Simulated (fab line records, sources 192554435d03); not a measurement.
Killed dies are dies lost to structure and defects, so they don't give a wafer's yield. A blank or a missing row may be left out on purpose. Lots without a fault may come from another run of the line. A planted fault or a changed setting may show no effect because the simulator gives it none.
A struck lot beside a sound one | flow n5_finfet | 16 steps out of a route of 1938
Sound: wafers L356.1, L356.3, L356.4. Struck: wafer L363.3. (L363.4, L363.5 of the same lot were not struck and are left out.) The cause comes at the end.
At each step with rows: each side's tool, then ch and its chambers, then its first start. Under that, the readings that differ: sound wafers | struck wafers | difference of the means | sigmas: that difference in standard deviations of wafers without a fault.
alike: readings whose means differ by less than 2 such deviations, and words and numbers that are the same on both sides. not compared: withheld readings, readings that some wafer has no value for, bounds like >300 that may hide the same value, and numbers for which the record gives no deviation and whose values overlap.
The two part at a step that has a row with sigmas, a row that says differs or no value, or rows on one side only. Numbers that don't overlap but have no deviation are shown without sigmas and don't part them. A reading that every wafer of one side lacks parts them only if that side has two wafers or more.

N5_BEOL_M2_CMP_52: polishes, stops on SiOC, t overpolish 6.8 s, target thk 40 nm.
  sound on cmp-03 ch 1,2,3, day 7 16:09; struck on cmp-03 ch 2, day 10 11:49
  alike: barrier_field_endpoint_s, edge_zone_pressure_frac, head_pressure_psi, motor_current_A, overpolish_run_s, time_to_endpoint_s
N5_BEOL_M2_THK_MEAS_53: measures by xrf.
  sound on film_metro-01, day 7 16:26; struck on film_metro-01, day 10 12:07
  reading     | sound          | struck | difference | sigmas
  M2_THK (nm) | 41.8 40.6 41.3 | 38.5   | -2.7       | -2
N5_BEOL_M2_PRE_CLEAN_60: time 15 s.
  sound on cvd_co-02 ch 0,2, day 7 16:31; struck on cvd_co-01 ch 2, day 10 12:09
  alike: heater_power_outer_w, heater_power_w
N5_BEOL_M2_CO_CAP_55: material Co, precursor CCTBA/H2, target thk 2 nm, time 102.1 s.
  sound on cvd_co-02 ch 0,2, day 7 16:33; struck on cvd_co-01 ch 2, day 10 12:11
  alike: heater_power_outer_w, heater_power_w
then, 2 steps without rows for these wafers: N5_BEOL_M2_PRE_CLEAN_56 (time 15 s); N5_BEOL_M2_DEP_57 (deposits SiCN from 3MS/NH3, target thk 8 nm, time 14 s).
N5_BEOL_M2_RS_MEAS_58: measures by four-point-probe.
  sound on film_metro-02, day 7 16:44; struck on film_metro-01, day 10 12:22
  reading        | sound             | struck | difference | sigmas
  M2_RS (ohm/sq) | 0.649 0.670 0.659 | 0.722  | +0.063     | +2
N5_BEOL_M2_INSPECT_59: inspects for defects (darkfield).
  sound on defect_inspect-01, day 7 16:46; struck on defect_inspect-02, day 10 12:24
  alike: raw_defect_count
N5_BEOL_M3_ILD_DEP_00: deposits SiOC from DEMS/O2, target thk 79 nm, time 15.3 s.
  sound on pecvd-01 ch 0,1, day 7 16:48; struck on pecvd-01 ch 0, day 10 12:27
  alike: heater_power_outer_w, heater_power_w, showerhead_plenum_p_Torr, throttle_valve_pct
N5_BEOL_M3_THK_MEAS_01:
  sound on film_metro-01, day 7 16:52; struck on film_metro-02, day 10 12:31
  reading         | sound          | struck | difference | sigmas
  M3_ILD_THK (nm) | 77.2 78.6 78.6 | 80.2   | +2.1       | +2
then, 1 step without rows for these wafers: N5_BEOL_M3_PECVD_72 (deposits SiO2 from TEOS/O2, target thk 16 nm, time 18 s).
N5_BEOL_M3_HM_DEP_02: deposits TiN, target thk 20 nm.
  sound on pvd_sputter-03, day 7 18:49; struck on pvd_sputter-03, day 10 14:32
  alike: throttle_valve_pct
N5_BEOL_M3_COAT_61: time 60 s, resist thk 60 nm.
  sound on litho_track-04 ch 0, day 7 18:56; struck on litho_track-05 ch 0, day 10 14:40
  reading          | sound             | struck | difference | sigmas
  run_length_s (s) | 66.53 66.55 66.33 | 82.76  | +16.29     | +99 or more
  alike: chill_plate_temp_C
then, 1 step without rows for these wafers: N5_BEOL_M3_COAT_62 (time 60 s, resist thk 12 nm).
N5_BEOL_M4_RC_MEAS_101:
  sound on prober-02 ch 0, day 9 03:58; struck on prober-02 ch 0, day 12 02:51
  reading       | sound                | struck | difference | sigmas
  ION_P (uA/um) | 455 464 452          | 472    | +15        | +2
  VT_P (mV)     | -251.4 -250.1 -251.7 | -245.0 | +6.1       | +2
  alike: DIBL_N, DIBL_P, IOFF_N, IOFF_P, ION_N, SS_N, SS_P, VT_N
-- the record jumps here: 4 days lie between the struck wafers' starts before and after (it left off in module BEOL_M4 and takes up again in module PASSIVATION, whose first step shown is number 1936 of the route) --
N5_PASSIVATION_PROBE_49:
  sound on prober-02, day 13 15:18; struck on prober-02, day 16 10:29
  reading         | sound    | struck | difference | sigmas
  killed_at_other | 11 6 8   | 1      | -7         | -3
  killed_on_rim   | 17 22 20 | 11     | -9         | -2
  alike: defect_limited_yield, killed_at_M0_to_M3, killed_at_M4_up, killed_at_contacts, killed_at_front_end, killed_dies, killed_open, killed_short, sort_bin_5_function, sort_bin_6_memory, sort_n_pass, sort_yield_pct

WHERE THEY PART
First at N5_BEOL_M2_THK_MEAS_53; last, within this record, at N5_PASSIVATION_PROBE_49.

WHY: what the simulator had put in
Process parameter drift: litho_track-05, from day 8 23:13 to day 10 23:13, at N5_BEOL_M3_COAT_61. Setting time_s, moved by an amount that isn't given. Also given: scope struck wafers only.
